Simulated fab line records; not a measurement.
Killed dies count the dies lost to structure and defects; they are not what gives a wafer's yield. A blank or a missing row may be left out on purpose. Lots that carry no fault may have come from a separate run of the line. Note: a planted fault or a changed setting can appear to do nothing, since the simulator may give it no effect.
Split-lot trial -- flow n5_finfet -- 21 wafers read across 7 lots, on a route 1938 steps long

== THE SPLIT ITSELF ==
At N5_BEOL_M5_ETCH_41 (etches SiCN in CH3F/O2, target depth 31.5 nm, time 56.7 s), the setting source_w was moved away from the recipe's 395 W on 6 of the 21 wafers read, by -15.0% to +16.1%. The other wafers ran this setting at the recipe's value.

The reading comes from the split's own step.

== THE READING ==
rf_vpp_V, in V, at N5_BEOL_M5_ETCH_41 (etches SiCN in CH3F/O2, target depth 31.5 nm, time 56.7 s). A value of 297.8 V with a standard deviation of 1.5 V is what fault-free wafers of this fab line usually give.

wafer,"tool, chamber at the split","source_w as run, W",against the recipe,"rf_vpp_V, V",against lot-mates on the recipe
L082.4,"rie_diel-02, 1",366,-7.3%,304.8,+5.9
L082.5,"rie_diel-02, 3",395,recipe,300.9,-
L082.6,"rie_diel-02, 0",395,recipe,297.0,-
L088.2,"rie_diel-04, 2",395,recipe,298.0,-
L088.3,"rie_diel-04, 0",395,recipe,300.2,-
L088.5,"rie_diel-04, 2",395,recipe,299.3,-
L092.3,"rie_diel-04, 3",395,recipe,296.9,-
L092.4,"rie_diel-04, 3",395,recipe,296.8,-
L092.6,"rie_diel-04, 2",395,recipe,297.3,-
L090.2,"rie_diel-02, 3",335.8,-15.0%,315.4,+19.2
L090.4,"rie_diel-02, 0",395,recipe,296.6,-
L090.6,"rie_diel-02, 2",395,recipe,295.7,-
L091.1,"rie_diel-05, 3",395,recipe,298.5,-
L091.4,"rie_diel-05, 2",445.2,+12.7%,284.5,-13.2
L091.6,"rie_diel-05, 3",395,recipe,297.0,-
L095.1,"rie_diel-04, 1",435.9,+10.4%,289.1,-10.5
L095.2,"rie_diel-04, 0",395,recipe,299.6,-
L095.5,"rie_diel-04, 1",395,recipe,299.6,-
L096.1,"rie_diel-05, 2",458.5,+16.1%,281.3,-15.6
L096.3,"rie_diel-05, 1",395,recipe,296.9,-
L096.5,"rie_diel-05, 3",458.5,+16.1%,283.8,-13.1

FIT RESULTS
A straight line over all 21 wafers: rf_vpp_V changes by -1.01 V for each +1% of source_w; r = -0.98; the points scatter about the line by 1.6 V.
The same after taking each lot's own level away (the mean of its wafers on the recipe; 21 wafers): -1.01 V for each +1%; r = -0.98; scatter 1.4 V.
On that fit, the largest move of source_w shifts the reading by 16 V.
From 296.15 to 299.60 V: that is the span of the lots' own levels, equal to 2.3 times the standard deviation above.
The two slopes are in agreement: the lot-to-lot level therefore moves the slope only a little.
Check: -16.2 V against its lot-mates is what the line predicts for one of the wafers moved furthest among these (+16.1%) when that wafer is left out of the fit. Against them it came out at -15.6 V.
Tool readings at the split's step, against how far the setting was moved: rf_vpp_V r = -0.98.

== ADDITIONAL SPLITS CARRIED BY THESE WAFERS ==
Other splits were also applied to these wafers ahead of the reading. Each is held against what the fit with the lots' levels taken away leaves over:
other split on the same wafers,wafers away from the commonest value,r with rf_vpp_V (lot level and that fit taken away)
N5_BEOL_M4_PECVD_72 time_s,8,-0.14

== FILE'S OWN FIT ==
rf_vpp_V changes by -1.04 V for each +1% of source_w, r = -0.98.
